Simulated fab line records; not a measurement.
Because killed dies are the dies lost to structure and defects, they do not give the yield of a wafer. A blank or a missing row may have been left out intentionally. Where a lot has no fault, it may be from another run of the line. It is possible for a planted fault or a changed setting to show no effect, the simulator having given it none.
Chamber matching / flow n5 finfet / N5_BEOL_M0_CO_CAP_123 on cvd co-01 has 3 sister chambers
The step material Co, precursor CCTBA/H2, target thk 2 nm, time 102.1 s. 3 wafers are shown with their chamber, then 11 later ones without.

== WAFERS WITH THEIR CHAMBER ==
wafer=L088.1; chamber=1; heater power w (W)=233
wafer=L088.6; chamber=0; heater power w (W)=210
wafer=L092.2; chamber=2; heater power w (W)=219

== WAFERS WHOSE CHAMBER IS MISSING ==
wafer=L092.4; heater power w (W)=229
wafer=L092.5; heater power w (W)=227
wafer=L093.1; heater power w (W)=242
wafer=L093.5; heater power w (W)=235
wafer=L093.6; heater power w (W)=213
wafer=L095.1; heater power w (W)=210
wafer=L095.3; heater power w (W)=237
wafer=L095.5; heater power w (W)=217
wafer=L097.2; heater power w (W)=210
wafer=L097.3; heater power w (W)=235
wafer=L097.4; heater power w (W)=219

== WHICH CHAMBER EACH WENT THROUGH ==
wafer=L092.4; from the rows above=can't be placed: 1 or 2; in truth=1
wafer=L092.5; from the rows above=can't be placed: 1 or 2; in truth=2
wafer=L093.1; from the rows above=1; in truth=1
wafer=L093.5; from the rows above=1; in truth=1
wafer=L093.6; from the rows above=can't be placed: 0 or 2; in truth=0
wafer=L095.1; from the rows above=0; in truth=0
wafer=L095.3; from the rows above=1; in truth=1
wafer=L095.5; from the rows above=can't be placed: 2 or 0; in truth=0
wafer=L097.2; from the rows above=0; in truth=0
wafer=L097.3; from the rows above=1; in truth=1
wafer=L097.4; from the rows above=2; in truth=2
Correctly placed: 7 of 11. These rows do not allow placing 4 (true chamber among the candidates in 4). 0 placed wrongly.
How it was worked out, from the rows above alone: a wafer's distance from a chamber is the root of the sum, over the readings, of the square of ((its reading less the chamber's mean) divided by the reading's scatter). If the next closest chamber is less than 2 further off than the closest, the wafer can't be placed; otherwise it belongs to the closest. The mean given for a chamber averages the wafers shown for that chamber. The scatter: with one shown wafer a chamber, the root of the mean of the squares of how far each hidden wafer lies from its nearest shown one.
